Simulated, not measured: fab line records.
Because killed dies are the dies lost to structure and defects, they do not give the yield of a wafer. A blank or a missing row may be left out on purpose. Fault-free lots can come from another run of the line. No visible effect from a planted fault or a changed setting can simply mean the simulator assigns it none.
fab line records + flow nand_harc + part 2 of 2: steps 5 to 6 of 6
[record]
- lots = 23
- wafers = 69
- last_day = 34
route steps=1302 shown A_STAIRCASE@669
lots with no fault: from the same line, run without faults
start_h: the number of hours between the record's first day and the start of the first shown wafer of the lot + wait_h: hours since the lot's step before + " as in the row above + L1.1+2: one row covering several wafers at once + - value missing, or start not given + * or withheld: withheld + < > ~ a bound
route shown NAME@n: NAME is a module with steps in the file, n the number in the route of the first one + usual: the fault-free wafers' mean and standard deviation + same: alike in all rows + chamber/n: place in a boat + sites: per-site readings + _std_site: their standard deviation + _edge_site: outer sites' mean less inner sites' + radius_mm: how far each site lies from the wafer's centre + mask NAME#n: copy n + behind: tool/chamber where the wafer was last shaped + hold: why the lot was held/for how many hours/how that ended + device: names the non-switching transistor (n, p or np) + end of line: tests of these same wafers at the route's end + a step with no rows: only its recipe + killed: dies lost to structure and defects at the first sort, not the wafer's yield + map: dies across one wafer; x = killed, . = not, _ = none there
set.NAME: the run value of the setting; set.NAME@STEP: its run value at that earlier step + model.NAME: the simulator's own value behind a step, which no gauge read
a sample of lots followed through the steps of the route, with each step as a table and each wafer as a row
services: from which hour (start_h, from the record's first day; less than 0 if before it) a tool's chamber was out of use, for how many hours, and why
[[steps]]
[step NHARC_A_STAIRCASE_TRIM_193]
[recipe]
- time_s = 211.2
- o2_flow_sccm = 500
- ar_flow_sccm = 0
- bias_w = 0
- chemistry = O2
[usual]
- drypump_motor_current_A = 5.6/0.45
- oes_product_au = 1.000/0.012
- rf_vpp_V = 57.8/0.87
- showerhead_plenum_p_Torr = 3.51/0.16
- throttle_valve_pct = 17.036/0.0086
[same]
- time_s = 211.2
| lot.wafer | tool        | chamber | start_h | wait_h | drypump_motor_current_A | oes_product_au | rf_hours_counter_h | rf_vpp_V | showerhead_plenum_p_Torr | throttle_valve_pct |
|-----------|-------------|---------|---------|--------|-------------------------|----------------|--------------------|----------|--------------------------|--------------------|
| L075.2    | rie_diel-07 | 1       | -       | -      | 5.8                     | 0.993          | 23                 | 57.5     | 3.54                     | 17.039             |
| L075.6    | "           | 3       | "       | "      | 6.2                     | 1.020          | -                  | 57.6     | 3.58                     | 17.047             |
| L075.5    | "           | 0       | "       | "      | 5.8                     | 1.000          | -                  | 57.8     | 3.37                     | 17.026             |
| L074.4    | rie_diel-02 | 0       | -       | -      | 5.2                     | 0.994          | 48                 | 58.6     | 3.63                     | 17.033             |
| L074.1    | "           | 1       | "       | "      | 5.2                     | 1.014          | 50                 | 58.0     | 3.74                     | 17.032             |
| L074.6    | "           | 2       | "       | "      | 5.9                     | 0.996          | -                  | 58.6     | 3.49                     | 17.031             |
| L077.4    | rie_diel-10 | 0       | -       | -      | 6.0                     | 1.034          | 46                 | 57.2     | 3.78                     | 17.046             |
| L077.5    | "           | 1       | "       | "      | 6.0                     | 1.015          | -                  | 57.5     | 3.32                     | 17.050             |
| L077.6    | "           | 2       | "       | "      | 4.8                     | 1.017          | -                  | 58.2     | 3.41                     | 17.048             |
| L076.1    | rie_diel-10 | 1       | -       | -      | 5.9                     | 1.011          | 35                 | 58.8     | 3.32                     | 17.018             |
| L076.2    | "           | 2       | "       | "      | 4.8                     | 1.018          | 39                 | 57.7     | 3.41                     | 17.025             |
| L076.5    | "           | 0       | "       | "      | 6.0                     | 1.031          | -                  | 57.8     | 3.78                     | 17.057             |
| L079.2    | rie_diel-07 | 0       | -       | -      | 5.8                     | 0.989          | 29                 | 57.4     | 3.36                     | 17.042             |
| L079.4    | "           | 2       | "       | "      | 5.9                     | 1.005          | 36                 | 56.1     | 3.33                     | 17.043             |
| L079.5    | "           | 3       | "       | "      | 6.3                     | 0.990          | -                  | 58.6     | 3.57                     | 17.040             |
| L078.3    | rie_diel-07 | 3       | -       | -      | 6.2                     | 1.001          | 32                 | 58.1     | 3.57                     | 17.016             |
| L078.6    | "           | 3       | "       | "      | 6.2                     | 1.008          | -                  | 57.8     | 3.57                     | 17.039             |
| L078.5    | "           | 0       | "       | "      | 5.8                     | 1.000          | -                  | 56.9     | 3.36                     | 17.048             |
| L080.4    | rie_diel-10 | 1       | -       | -      | 5.9                     | 1.002          | 55                 | 58.1     | 3.31                     | 17.046             |
| L080.5    | "           | 1       | "       | "      | 5.9                     | 0.998          | -                  | 58.4     | 3.31                     | 17.028             |
| L080.6    | "           | 2       | "       | "      | 4.8                     | 1.015          | -                  | 58.1     | 3.40                     | 17.043             |
| L081.2    | rie_diel-07 | 0       | -       | -      | 5.8                     | 0.986          | 33                 | 56.7     | 3.36                     | 17.023             |
| L081.6    | "           | 0       | "       | "      | 5.8                     | 1.003          | -                  | 56.2     | 3.36                     | 17.031             |
| L081.5    | "           | 1       | "       | "      | 5.8                     | 0.996          | -                  | 58.0     | 3.54                     | 17.044             |
| L082.4    | rie_diel-10 | 2       | -       | -      | 4.8                     | 1.018          | 3                  | 57.7     | 3.40                     | 17.040             |
| L082.2    | "           | 3       | "       | "      | 5.0                     | 0.996          | 3                  | 58.3     | 3.40                     | 17.034             |
| L082.1    | "           | 1       | "       | "      | 5.9                     | 1.006          | 3                  | 56.9     | 3.31                     | 17.037             |
| L083.2    | rie_diel-10 | 0       | -       | -      | 6.0                     | 1.015          | 10                 | 58.8     | 3.76                     | 17.035             |
| L083.1    | "           | 1       | "       | "      | 5.9                     | 0.995          | 10                 | 56.0     | 3.30                     | 17.037             |
| L083.3    | "           | 3       | "       | "      | 5.0                     | 1.005          | 7                  | 58.9     | 3.40                     | 17.044             |
| L085.3    | rie_diel-02 | 1       | -       | -      | 5.2                     | 0.995          | 21                 | 58.0     | 3.73                     | 17.037             |
| L085.4    | "           | 3       | "       | "      | 5.2                     | 0.990          | 20                 | 58.4     | 3.74                     | 17.039             |
| L085.1    | "           | 0       | "       | "      | 5.2                     | 1.002          | 8                  | 58.6     | 3.62                     | 17.035             |
| L084.2    | rie_diel-02 | 1       | -       | -      | 5.2                     | 0.998          | 22                 | 57.1     | 3.73                     | 17.039             |
| L084.3    | "           | 2       | "       | "      | 6.0                     | 0.985          | 22                 | 56.6     | 3.48                     | 17.032             |
| L084.6    | "           | 0       | "       | "      | 5.3                     | 1.003          | -                  | 60.4     | 3.62                     | 17.039             |
| L086.2    | rie_diel-02 | 3       | -       | -      | 5.2                     | 0.986          | 25                 | 58.0     | 3.74                     | 17.040             |
| L086.1    | "           | 0       | "       | "      | 5.2                     | 1.001          | 13                 | 58.0     | 3.62                     | 17.046             |
| L086.5    | "           | 2       | "       | "      | 6.0                     | 0.978          | -                  | 56.8     | 3.48                     | 17.034             |
| L087.1    | rie_diel-07 | 2       | -       | -      | 5.9                     | 1.000          | 2                  | 56.7     | 3.31                     | 17.040             |
| L087.5    | "           | 1       | "       | "      | 5.8                     | 0.999          | -                  | 58.2     | 3.53                     | 17.035             |
| L087.6    | "           | 2       | "       | "      | 5.9                     | 0.997          | -                  | 58.4     | 3.31                     | 17.038             |
| L088.1    | rie_diel-02 | 2       | -       | -      | 6.0                     | 0.980          | 40                 | 58.0     | 3.47                     | 17.021             |
| L088.6    | "           | 0       | "       | "      | 5.2                     | 0.999          | -                  | 57.7     | 3.61                     | 17.016             |
| L088.5    | "           | 1       | "       | "      | 5.3                     | 1.001          | -                  | 58.4     | 3.73                     | 17.054             |
| L090.1    | rie_diel-10 | 1       | -       | -      | 5.9                     | 1.015          | 33                 | 57.8     | 3.29                     | 17.027             |
| L090.4    | "           | 3       | "       | "      | 5.0                     | 0.998          | 29                 | 57.7     | 3.39                     | 17.011             |
| L090.5    | "           | 2       | "       | "      | 4.8                     | 1.005          | -                  | 56.5     | 3.38                     | 17.049             |
| L091.3    | rie_diel-10 | 1       | -       | -      | 5.9                     | 1.016          | 40                 | 58.7     | 3.29                     | 17.023             |
| L091.1    | "           | 2       | "       | "      | 4.8                     | 1.014          | 37                 | 57.3     | 3.38                     | 17.028             |
| L091.2    | "           | 0       | "       | "      | 6.0                     | 1.006          | 41                 | 58.7     | 3.75                     | 17.039             |
| L092.1    | rie_diel-10 | 1       | -       | -      | 6.0                     | 1.024          | 43                 | 56.9     | 3.29                     | 17.041             |
| L092.4    | "           | 2       | "       | "      | 4.8                     | 1.006          | 39                 | 58.1     | 3.38                     | 17.026             |
| L092.3    | "           | 0       | "       | "      | 6.0                     | 1.017          | 43                 | 59.1     | 3.74                     | 17.054             |
| L093.2    | rie_diel-02 | 0       | -       | -      | 5.2                     | 1.008          | 38                 | 58.0     | 3.60                     | 17.034             |
| L093.1    | "           | 3       | "       | "      | 5.2                     | 0.989          | 53                 | 57.7     | 3.72                     | 17.029             |
| L093.4    | "           | 1       | "       | "      | 5.2                     | 0.998          | -                  | 58.1     | 3.72                     | 17.044             |
| L094.2    | rie_diel-02 | 3       | -       | -      | 5.2                     | 0.975          | 56                 | 58.8     | 3.72                     | 17.045             |
| L094.1    | "           | 0       | "       | "      | 5.3                     | 1.001          | 41                 | 57.8     | 3.60                     | 17.026             |
| L094.5    | "           | 3       | "       | "      | 5.3                     | 0.982          | -                  | 58.1     | 3.72                     | 17.038             |
| L095.3    | rie_diel-07 | 3       | -       | -      | 6.2                     | 0.988          | 24                 | 58.7     | 3.54                     | 17.046             |
| L095.4    | "           | 1       | "       | "      | 5.8                     | 0.992          | 34                 | 57.8     | 3.51                     | 17.016             |
| L095.6    | "           | 2       | "       | "      | 6.0                     | 0.997          | -                  | 58.6     | 3.30                     | 17.046             |
| L096.1    | rie_diel-10 | 0       | -       | -      | 6.0                     | 1.016          | 58                 | 58.7     | 3.74                     | 17.040             |
| L096.2    | "           | 1       | "       | "      | 6.0                     | 1.001          | 56                 | 55.9     | 3.28                     | 17.040             |
| L096.6    | "           | 1       | "       | "      | 5.9                     | 1.005          | -                  | 58.0     | 3.28                     | 17.044             |
| L097.2    | rie_diel-02 | 3       | -       | -      | 5.3                     | 0.992          | 2                  | 57.8     | 3.72                     | 17.035             |
| L097.5    | "           | 2       | "       | "      | 5.9                     | 0.985          | -                  | 55.4     | 3.46                     | 17.034             |
| L097.6    | "           | 3       | "       | "      | 5.2                     | 0.992          | -                  | 57.8     | 3.72                     | 17.029             |
[step NHARC_A_STAIRCASE_ETCH_203]
[recipe]
- target_depth_a = 1000
- time_s = 40.5
- ion_energy_ev = 400
- c4f8_flow_sccm = 20
- o2_flow_sccm = 10
- ar_flow_sccm = withheld
- rf_w = 600
- bias_w = 1000
- chemistry = C4F8/O2
[usual]
- oes_product_au = 0.937/0.012
- rf_vpp_V = 896/6
[same]
- time_s = 40.5
| lot.wafer | tool        | chamber | start_h | wait_h | oes_product_au | rf_hours_counter_h | rf_vpp_V |
|-----------|-------------|---------|---------|--------|----------------|--------------------|----------|
| L075.2    | rie_diel-07 | 1       | -       | -      | 0.940          | 23                 | 896      |
| L075.5    | "           | 3       | "       | "      | 0.948          | -                  | 898      |
| L075.6    | "           | 0       | "       | "      | 0.941          | -                  | 891      |
| L074.4    | rie_diel-02 | 2       | -       | -      | 0.921          | 48                 | 896      |
| L074.1    | "           | 0       | "       | "      | 0.930          | 49                 | 900      |
| L074.6    | "           | 3       | "       | "      | 0.921          | -                  | 904      |
| L077.4    | rie_diel-07 | 3       | -       | -      | 0.941          | 21                 | 898      |
| L077.6    | "           | 3       | "       | "      | 0.941          | -                  | 898      |
| L077.5    | "           | 0       | "       | "      | 0.935          | -                  | 890      |
| L076.1    | rie_diel-07 | 1       | -       | -      | 0.933          | 27                 | 896      |
| L076.2    | "           | 3       | "       | "      | 0.967          | 21                 | 898      |
| L076.5    | "           | 1       | "       | "      | 0.940          | -                  | 897      |
| L079.2    | rie_diel-07 | 0       | -       | -      | 0.925          | 30                 | 890      |
| L079.4    | "           | 2       | "       | "      | 0.950          | 37                 | 887      |
| L079.5    | "           | 3       | "       | "      | 0.935          | -                  | 896      |
| L078.3    | rie_diel-07 | 0       | -       | -      | 0.937          | 31                 | 889      |
| L078.5    | "           | 0       | "       | "      | 0.941          | -                  | 888      |
| L078.6    | "           | 1       | "       | "      | 0.931          | -                  | 896      |
| L080.4    | rie_diel-02 | 3       | -       | -      | 0.946          | 5                  | 904      |
| L080.6    | "           | 0       | "       | "      | 0.957          | -                  | 900      |
| L080.5    | "           | 1       | "       | "      | 0.963          | -                  | 905      |
| L081.2    | rie_diel-07 | 1       | -       | -      | 0.937          | 40                 | 896      |
| L081.6    | "           | 0       | "       | "      | 0.925          | -                  | 889      |
| L081.5    | "           | 1       | "       | "      | 0.927          | -                  | 896      |
| L082.2    | rie_diel-02 | 3       | -       | -      | 0.926          | 12                 | 902      |
| L082.1    | "           | 2       | "       | "      | 0.929          | 14                 | 896      |
| L082.4    | "           | 1       | "       | "      | 0.943          | -                  | 904      |
| L083.2    | rie_diel-02 | 3       | -       | -      | 0.920          | 18                 | 904      |
| L083.1    | "           | 0       | "       | "      | 0.937          | 6                  | 899      |
| L083.3    | "           | 1       | "       | "      | 0.935          | 20                 | 904      |
| L085.3    | rie_diel-10 | 0       | -       | -      | 0.934          | 11                 | 905      |
| L085.1    | "           | 1       | "       | "      | 0.937          | 11                 | 887      |
| L085.4    | "           | 3       | "       | "      | 0.934          | 8                  | 891      |
| L084.2    | rie_diel-02 | 0       | -       | -      | 0.932          | 10                 | 899      |
| L084.3    | "           | 3       | "       | "      | 0.935          | 22                 | 903      |
| L084.6    | "           | 0       | "       | "      | 0.933          | -                  | 900      |
| L086.2    | rie_diel-02 | 2       | -       | -      | 0.912          | 28                 | 893      |
| L086.1    | "           | 3       | "       | "      | 0.929          | 26                 | 904      |
| L086.5    | "           | 3       | "       | "      | 0.911          | -                  | 903      |
| L087.1    | rie_diel-07 | 3       | -       | -      | 0.934          | 2                  | 898      |
| L087.6    | "           | 0       | "       | "      | 0.926          | -                  | 889      |
| L087.5    | "           | 1       | "       | "      | 0.928          | -                  | 894      |
| L088.1    | rie_diel-10 | 0       | -       | -      | 0.964          | 31                 | 905      |
| L088.5    | "           | 3       | "       | "      | 0.944          | -                  | 890      |
| L088.6    | "           | 0       | "       | "      | 0.961          | -                  | 905      |
| L090.1    | rie_diel-07 | 1       | -       | -      | 0.926          | 14                 | 897      |
| L090.4    | "           | 1       | "       | "      | 0.936          | -                  | 895      |
| L090.5    | "           | 2       | "       | "      | 0.942          | -                  | 888      |
| L091.2    | rie_diel-02 | 1       | -       | -      | 0.935          | 39                 | 903      |
| L091.3    | "           | 3       | "       | "      | 0.923          | 48                 | 903      |
| L091.1    | "           | 0       | "       | "      | 0.933          | 33                 | 899      |
| L092.4    | rie_diel-10 | 0       | -       | -      | 0.946          | 44                 | 903      |
| L092.3    | "           | 1       | "       | "      | 0.948          | 43                 | 886      |
| L092.1    | "           | 2       | "       | "      | 0.944          | 39                 | 889      |
| L093.2    | rie_diel-10 | 0       | -       | -      | 0.947          | 45                 | 903      |
| L093.1    | "           | 1       | "       | "      | 0.958          | 44                 | 888      |
| L093.4    | "           | 2       | "       | "      | 0.952          | 41                 | 890      |
| L094.2    | rie_diel-02 | 1       | -       | -      | 0.944          | 47                 | 903      |
| L094.1    | "           | 3       | "       | "      | 0.927          | 56                 | 902      |
| L094.5    | "           | 3       | "       | "      | 0.918          | -                  | 901      |
| L095.4    | rie_diel-02 | 1       | -       | -      | 0.939          | 1                  | 902      |
| L095.3    | "           | 0       | "       | "      | 0.949          | 1                  | 899      |
| L095.6    | "           | 1       | "       | "      | 0.942          | -                  | 903      |
| L096.1    | rie_diel-10 | 1       | -       | -      | 0.958          | 57                 | 886      |
| L096.2    | "           | 3       | "       | "      | 0.925          | 54                 | 890      |
| L096.6    | "           | 1       | "       | "      | 0.955          | -                  | 887      |
| L097.2    | rie_diel-07 | 0       | -       | -      | 0.935          | 32                 | 890      |
| L097.5    | "           | 0       | "       | "      | 0.933          | -                  | 888      |
| L097.6    | "           | 1       | "       | "      | 0.939          | -                  | 895      |
[[services]]
| tool        | chamber | start_h | hours | kind   |
|-------------|---------|---------|-------|--------|
| rie_diel-10 | 1       | 347.86  | 7.4   | repair |
| rie_diel-02 | 0       | 349.40  | -     | clean  |
| rie_diel-02 | 1       | 349.40  | -     | clean  |
| rie_diel-02 | 2       | 349.40  | -     | clean  |
| rie_diel-02 | 3       | 349.40  | -     | clean  |
| rie_diel-02 | 0       | 373.90  | -     | clean  |
| rie_diel-02 | 1       | 373.90  | -     | clean  |
| rie_diel-02 | 2       | 373.90  | -     | clean  |
| rie_diel-02 | 3       | 373.90  | -     | clean  |
| rie_diel-02 | -       | 394.69  | 9.0   | pm     |
| rie_diel-02 | 0       | 421.82  | 34.6  | repair |
| rie_diel-07 | -       | 432.78  | 0.3   | repair |
| rie_diel-10 | -       | 461.80  | 3.5   | repair |
| rie_diel-02 | 1       | 466.26  | 16.5  | repair |
| rie_diel-07 | -       | 472.53  | 9.0   | pm     |
| rie_diel-02 | 1       | 500.29  | 7.4   | repair |
| rie_diel-02 | 2       | 503.14  | 1.3   | repair |
| rie_diel-07 | 0       | 503.72  | 12.5  | repair |
| rie_diel-07 | 3       | 521.53  | 16.0  | repair |
| rie_diel-02 | 0       | 539.74  | 2.6   | repair |
| rie_diel-02 | 2       | 541.20  | 28.6  | repair |
| rie_diel-02 | -       | 559.32  | 0.6   | repair |
| rie_diel-02 | -       | 571.69  | 9.0   | pm     |
| rie_diel-10 | 3       | 581.32  | 4.8   | repair |
